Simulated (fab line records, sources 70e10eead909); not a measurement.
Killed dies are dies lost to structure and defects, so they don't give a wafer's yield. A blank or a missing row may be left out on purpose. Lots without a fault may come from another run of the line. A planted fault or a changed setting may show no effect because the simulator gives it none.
Chamber matching | flow nand_harc | NHARC_P_BONDPAD_CMP_19 on cmp-02: 4 sister chambers
The step polishes, t overpolish 30 s, cu recess touch 16 s, target thk 160.81 nm. 30 wafers are shown with their chamber, then 12 later ones without.

WAFERS WITH THEIR CHAMBER
wafer  | chamber | motor_current_A (A) | overpolish_run_s (s)
L074.1 | 1       | 10.5                | 30.004
L074.2 | 2       | 10.8                | 30.007
L074.5 | 1       | 10.6                | 30.000
L077.1 | 2       | 11.1                | 29.995
L077.2 | 1       | 10.5                | 30.009
L077.3 | 3       | 11.3                | 29.998
L079.2 | 0       | 12.5                | 30.007
L079.5 | 1       | 11.5                | 30.004
L079.6 | 2       | 11.1                | 29.984
L080.1 | 1       | 11.3                | 29.999
L080.2 | 0       | 12.7                | 29.979
L080.4 | 2       | 10.1                | 29.995
L087.2 | 2       | 11.0                | 29.997
L087.5 | 2       | 10.8                | 30.011
L087.6 | 1       | 10.9                | 29.992
L088.3 | 0       | 12.9                | 29.992
L088.5 | 1       | 10.7                | 29.995
L088.6 | 0       | 12.6                | 29.987
L089.2 | 2       | 11.1                | 29.991
L089.4 | 1       | 10.8                | 30.006
L089.5 | 2       | 10.8                | 29.986
L089.1 | 3       | 11.1                | 29.985
L089.3 | 0       | 12.8                | 30.021
L089.6 | 3       | 11.0                | 29.992
L091.1 | 3       | 11.2                | 30.005
L091.2 | 2       | 11.0                | 30.011
L091.3 | 1       | 10.7                | 29.997
L091.4 | 0       | 13.3                | 29.985
L091.5 | 2       | 10.2                | 30.015
L091.6 | 3       | 10.6                | 30.018

SIGNATURES (means of the wafers above)
reading          | chamber 0 | chamber 1 | chamber 2 | chamber 3 | scatter within a chamber
motor_current_A  | 12.800    | 10.833    | 10.800    | 11.040    | 0.332
overpolish_run_s | 29.99517  | 30.00067  | 29.99920  | 29.99960  | 0.0112
Rule: a wafer's distance from a chamber is the root of the sum, over the readings, of the square of ((its reading less the chamber's mean) divided by the reading's scatter). The wafer belongs to the nearest chamber; if the next one is less than 2 further off, it can't be placed. The scatter: the root of (the sum of the squares of (reading less its chamber's mean) over the shown wafers, divided by (wafers less chambers)).

WAFERS WITHOUT THEIR CHAMBER
wafer  | motor_current_A (A) | overpolish_run_s (s)
L092.1 | 10.9                | 29.997
L092.4 | 10.6                | 29.993
L092.6 | 10.9                | 29.998
L094.1 | 10.5                | 30.021
L094.3 | 10.6                | 30.010
L094.6 | 11.1                | 30.013
L096.1 | 11.0                | 29.989
L096.4 | 10.6                | 29.996
L096.6 | 11.0                | 29.994
L096.2 | 10.4                | 29.986
L096.3 | 12.7                | 29.997
L096.5 | 10.9                | 30.011

WHICH CHAMBER EACH WENT THROUGH
wafer  | from the rows above          | in truth
L092.1 | can't be placed: 2 or 1 or 3 | 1
L092.4 | can't be placed: 2 or 1 or 3 | 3
L092.6 | can't be placed: 1 or 2 or 3 | 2
L094.1 | can't be placed: 1 or 2 or 3 | 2
L094.3 | can't be placed: 1 or 2 or 3 | 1
L094.6 | can't be placed: 3 or 1 or 2 | 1
L096.1 | can't be placed: 3 or 2 or 1 | 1
L096.4 | can't be placed: 2 or 1 or 3 | 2
L096.6 | can't be placed: 3 or 2 or 1 | 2
L096.2 | can't be placed: 2 or 1 or 3 | 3
L096.3 | 0                            | 0
L096.5 | can't be placed: 1 or 2 or 3 | 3
Placed correctly: 1 of 12. Can't be placed from these rows: 11 (the true chamber is among the candidates in 11). Placed wrongly: 0.
